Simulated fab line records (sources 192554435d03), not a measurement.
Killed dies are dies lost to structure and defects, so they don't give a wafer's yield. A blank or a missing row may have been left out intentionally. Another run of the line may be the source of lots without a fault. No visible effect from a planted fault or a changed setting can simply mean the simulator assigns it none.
Split-lot experiment / flow n5Finfet / 21 wafers read from 7 lots, route of 1938 steps

SPLIT DETAILS
At N5_BEOL_M10_ETCH_62 (etches SOC in N2/H2, target depth 110 nm, overetch 22 nm, time 165 s), the setting timeS was moved away from the recipe's 165 s on 12 of the 21 wafers read, by -21.1% to -7.3%. This setting was run at the recipe's value on the other wafers.

The reading is taken at the split's own step.

THE READING
SiARC_of_BEOL_M10_COAT_60.thkNm (the simulator's own value, which no gauge read), in nm, at N5_BEOL_M10_ETCH_62 (etches SOC in N2/H2, target depth 110 nm, overetch 22 nm, time 165 s). The file does not state a usual value for it. The 9 wafers here that ran the recipe average 23.5 nm, standard deviation 0.23 nm.

wafer=L078.1; tool, chamber at the split=rieDiel-01, 2; timeS as run, s=165; against the recipe=recipe; SiARC_of_BEOL_M10_COAT_60.thkNm, nm=23.8; against lot-mates on the recipe=-
wafer=L078.5; tool, chamber at the split=rieDiel-01, 1,2; timeS as run, s=165; against the recipe=recipe; SiARC_of_BEOL_M10_COAT_60.thkNm, nm=23.6; against lot-mates on the recipe=-
wafer=L078.6; tool, chamber at the split=rieDiel-01, 1,2; timeS as run, s=165; against the recipe=recipe; SiARC_of_BEOL_M10_COAT_60.thkNm, nm=23.6; against lot-mates on the recipe=-
wafer=L084.4; tool, chamber at the split=rieDiel-03, 1; timeS as run, s=135.8; against the recipe=-17.7%; SiARC_of_BEOL_M10_COAT_60.thkNm, nm=24.2; against lot-mates on the recipe=+1.0
wafer=L084.5; tool, chamber at the split=rieDiel-03, 3; timeS as run, s=135.8; against the recipe=-17.7%; SiARC_of_BEOL_M10_COAT_60.thkNm, nm=24.8; against lot-mates on the recipe=+1.6
wafer=L084.6; tool, chamber at the split=rieDiel-03, 2; timeS as run, s=165; against the recipe=recipe; SiARC_of_BEOL_M10_COAT_60.thkNm, nm=23.2; against lot-mates on the recipe=-
wafer=L085.4; tool, chamber at the split=rieDiel-01, 2,1; timeS as run, s=165; against the recipe=recipe; SiARC_of_BEOL_M10_COAT_60.thkNm, nm=23.4; against lot-mates on the recipe=-
wafer=L085.6; tool, chamber at the split=rieDiel-01, 2,1; timeS as run, s=165; against the recipe=recipe; SiARC_of_BEOL_M10_COAT_60.thkNm, nm=23.4; against lot-mates on the recipe=-
wafer=L085.5; tool, chamber at the split=rieDiel-01, 0; timeS as run, s=148.9; against the recipe=-9.8%; SiARC_of_BEOL_M10_COAT_60.thkNm, nm=23.8; against lot-mates on the recipe=+0.4
wafer=L087.3; tool, chamber at the split=rieDiel-04, 1; timeS as run, s=153; against the recipe=-7.3%; SiARC_of_BEOL_M10_COAT_60.thkNm, nm=24; against lot-mates on the recipe=no lot-mate on the recipe
wafer=L087.5; tool, chamber at the split=rieDiel-04, 3; timeS as run, s=153; against the recipe=-7.3%; SiARC_of_BEOL_M10_COAT_60.thkNm, nm=23.6; against lot-mates on the recipe=no lot-mate on the recipe
wafer=L087.6; tool, chamber at the split=rieDiel-04, 0; timeS as run, s=153; against the recipe=-7.3%; SiARC_of_BEOL_M10_COAT_60.thkNm, nm=24.2; against lot-mates on the recipe=no lot-mate on the recipe
wafer=L089.1; tool, chamber at the split=rieDiel-04, 3; timeS as run, s=130.9; against the recipe=-20.7%; SiARC_of_BEOL_M10_COAT_60.thkNm, nm=24.8; against lot-mates on the recipe=+1.0
wafer=L089.2; tool, chamber at the split=rieDiel-04, 0; timeS as run, s=130.9; against the recipe=-20.7%; SiARC_of_BEOL_M10_COAT_60.thkNm, nm=25; against lot-mates on the recipe=+1.2
wafer=L089.4; tool, chamber at the split=rieDiel-04, 1; timeS as run, s=165; against the recipe=recipe; SiARC_of_BEOL_M10_COAT_60.thkNm, nm=23.8; against lot-mates on the recipe=-
wafer=L094.1; tool, chamber at the split=rieDiel-01, 2; timeS as run, s=130.2; against the recipe=-21.1%; SiARC_of_BEOL_M10_COAT_60.thkNm, nm=24.8; against lot-mates on the recipe=+1.6
wafer=L094.4; tool, chamber at the split=rieDiel-01, 0; timeS as run, s=165; against the recipe=recipe; SiARC_of_BEOL_M10_COAT_60.thkNm, nm=23.2; against lot-mates on the recipe=-
wafer=L094.5; tool, chamber at the split=rieDiel-01, 1; timeS as run, s=130.2; against the recipe=-21.1%; SiARC_of_BEOL_M10_COAT_60.thkNm, nm=24.6; against lot-mates on the recipe=+1.4
wafer=L097.1; tool, chamber at the split=rieDiel-03, 2; timeS as run, s=153; against the recipe=-7.3%; SiARC_of_BEOL_M10_COAT_60.thkNm, nm=23.6; against lot-mates on the recipe=+0.4
wafer=L097.6; tool, chamber at the split=rieDiel-03, 2; timeS as run, s=153; against the recipe=-7.3%; SiARC_of_BEOL_M10_COAT_60.thkNm, nm=23.6; against lot-mates on the recipe=+0.4
wafer=L097.2; tool, chamber at the split=rieDiel-03, 3; timeS as run, s=165; against the recipe=recipe; SiARC_of_BEOL_M10_COAT_60.thkNm, nm=23.2; against lot-mates on the recipe=-
The file does not say which wafer passed through which chamber wherever a row lists several chambers: such a row stands for several wafers.

THE FIT
A straight line over all 21 wafers: SiARC_of_BEOL_M10_COAT_60.thkNm changes by -0.0623 nm for each +1% of timeS; r = -0.91; the points scatter about the line by 0.25 nm.
The same after taking each lot's own level away (the mean of its wafers on the recipe; 18 wafers): -0.0649 nm for each +1%; r = -0.96; scatter 0.18 nm.
That fit puts the effect of the largest move of timeS on the reading at 1.4 nm.
The span of the lots' own levels, 23.20 to 23.80 nm, comes to 2.6 times the standard deviation stated above.
The two slopes agree, so the slope changes little with the lot-to-lot level.
Check: +1.3 nm against its lot-mates is what the line predicts for one of the wafers moved furthest among these (-21.1%) when that wafer is left out of the fit. It came out at +1.6 nm against them.

FILE'S OWN FIT
SiARC_of_BEOL_M10_COAT_60.thkNm changes by -0.0631 nm for each +1% of timeS, r = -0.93.
